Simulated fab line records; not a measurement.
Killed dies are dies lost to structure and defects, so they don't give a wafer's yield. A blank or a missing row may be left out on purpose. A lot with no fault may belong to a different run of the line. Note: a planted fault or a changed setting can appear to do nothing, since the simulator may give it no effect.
Struck lot and sound lot, side by side    flow n5_finfet    26 out of 1938 route steps
Sound: wafers L671.1, L671.2, L671.3. The struck wafers were L687.2, L687.4, L687.5. The cause is named last.
At each step with rows: each side's tool, then ch and its chambers, then its first start. Under that, the readings that differ: sound wafers    struck wafers    difference of the means    sigmas: that difference in standard deviations of wafers without a fault.
alike: words and numbers the same on both sides, and readings whose means are apart by under 2 such deviations; not compared: readings that were withheld, readings missing a value for some wafer, numbers with overlapping values and no deviation given by the record, and bounds like >300 which may hide the same value.
A row with sigmas, a row that says differs or no value, or rows on one side alone: a step with any of these is where the two part. Numbers that don't overlap but have no deviation are shown without sigmas and don't part them. A reading that every wafer of one side lacks parts them only if that side has two wafers or more.

first, 11 steps without rows for these wafers: N5_BEOL_M4_DESCUM_16 (chemistry O2, time 7 s); N5_BEOL_M4_ETCH_74 (etches underlayer in N2/H2, target depth 6.5 nm, time 5.2 s); N5_BEOL_M4_ETCH_63 (etches SiARC in CF4, target depth 15.6 nm, time 26 s); N5_BEOL_M4_ETCH_64 (etches SOC in N2/H2, target depth 75 nm, overetch 22.5 nm, time 121.9 s); N5_BEOL_M4_STRIP_65 (strips in N2/H2); N5_BEOL_M4_STRIP_75 (strips in N2/H2); N5_BEOL_M4_STRIP_66 (strips in CF4); N5_BEOL_M4_HM_OPEN_17 (chemistry Cl2/BCl3, target TiN, target depth 20 nm, overetch 6 nm); N5_BEOL_M4_STRIP_19 (strips in O2); N5_BEOL_M4_COAT_67 (time 60 s, resist thk 60 nm); N5_BEOL_M4_COAT_68 (time 60 s, resist thk 12 nm).
N5_BEOL_M4_COAT_76: time 60 s, resist thk 5 nm.
  sound on litho_track-03 ch 0, day 8 04:44; struck on litho_track-03 ch 0, day 12 04:42
reading               sound                 struck                difference  sigmas
spin_speed_rpm (rpm)  1499.8 1499.3 1499.8  1339.9 1339.2 1339.5  -160.1      -99 or more
then, 7 steps without rows for these wafers: N5_BEOL_M4_COAT_22 (resist thk 30 nm); N5_BEOL_M4_EBR_24; N5_BEOL_M4_SOFTBAKE_23 (time 60 s); N5_BEOL_M4_EXPOSE_25 (exposes mask V3, defocus 5 nm); N5_BEOL_M4_PEB_26 (peb time 60 s); N5_BEOL_M4_DEVELOP_27 (develop time 30 s); N5_BEOL_M4_DESCUM_33 (chemistry O2, time 7 s).
N5_BEOL_M4_ETCH_77: etches underlayer in N2/H2, target depth 6.5 nm, time 5.2 s.
  sound on rie_diel-01 ch 0,2,3, day 8 05:55; struck on rie_diel-02 ch 0,1,3, day 12 05:16
reading                                       sound              struck             difference  sigmas
etch_rf_on_time_s (s)                         5.08 5.07 5.19     5.58 5.47 5.47     +0.39       +5
model.CAR-EUV_of_BEOL_M4_COAT_22.thk_nm (nm)  20.4 20.4 20.4     19.8 20 19.8       -0.5        
model.etch.depth_nm (nm)                      5.017 5.015 5.006  5.294 5.294 5.292  +0.281      
  alike: drypump_motor_current_A, oes_product_au, rf_vpp_V, showerhead_plenum_p_Torr, throttle_valve_pct
  not compared: rf_hours_counter_h
then, 2 steps without rows for these wafers: N5_BEOL_M4_ETCH_69 (etches SiARC in CF4, target depth 15.6 nm, time 26 s); N5_BEOL_M4_ALD_98 (deposits SiO2, target thk 2.5 nm, pulse time 1 s, co reactant pulse time 1 s).
N5_BEOL_M4_ETCHBACK_99: etches SiO2 in CHF3, target depth 5 nm, time 10.4 s.
  sound on rie_diel-04 ch 0,1,3, day 8 06:26; struck on rie_diel-02 ch 0,2, day 12 07:03
reading                                       sound           struck      difference  sigmas
model.CAR-EUV_of_BEOL_M4_COAT_22.thk_nm (nm)  10.4 10.4 10.4  9.8 10 9.8  -0.5        
  alike: drypump_motor_current_A, oes_product_au, rf_vpp_V, showerhead_plenum_p_Torr, throttle_valve_pct
  not compared: rf_hours_counter_h
then, 1 step without rows for these wafers: N5_BEOL_M4_ETCH_70 (etches SOC in N2/H2, target depth 80 nm, overetch 24 nm, time 130 s).
N5_BEOL_M4_RC_MEAS_101:
  sound on prober-02 ch 0, day 8 11:58; struck on prober-02 ch 0, day 12 12:56
  alike: DIBL_N, DIBL_P, IOFF_N, IOFF_P, ION_N, ION_P, SS_N, SS_P, VT_N, VT_P
following that, these wafers have no rows for 1 step: N5_PASSIVATION_PROBE_49.

WHERE THEY PART
At N5_BEOL_M4_COAT_76 first; at N5_BEOL_M4_ETCH_77 last (within this record only). Later steps at which nothing parts them and some readings are alike: N5_BEOL_M4_ETCHBACK_99, N5_BEOL_M4_RC_MEAS_101.

WHY: what the simulator had put in
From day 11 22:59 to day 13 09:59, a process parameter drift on litho_track-03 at N5_BEOL_M4_COAT_76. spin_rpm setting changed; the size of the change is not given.
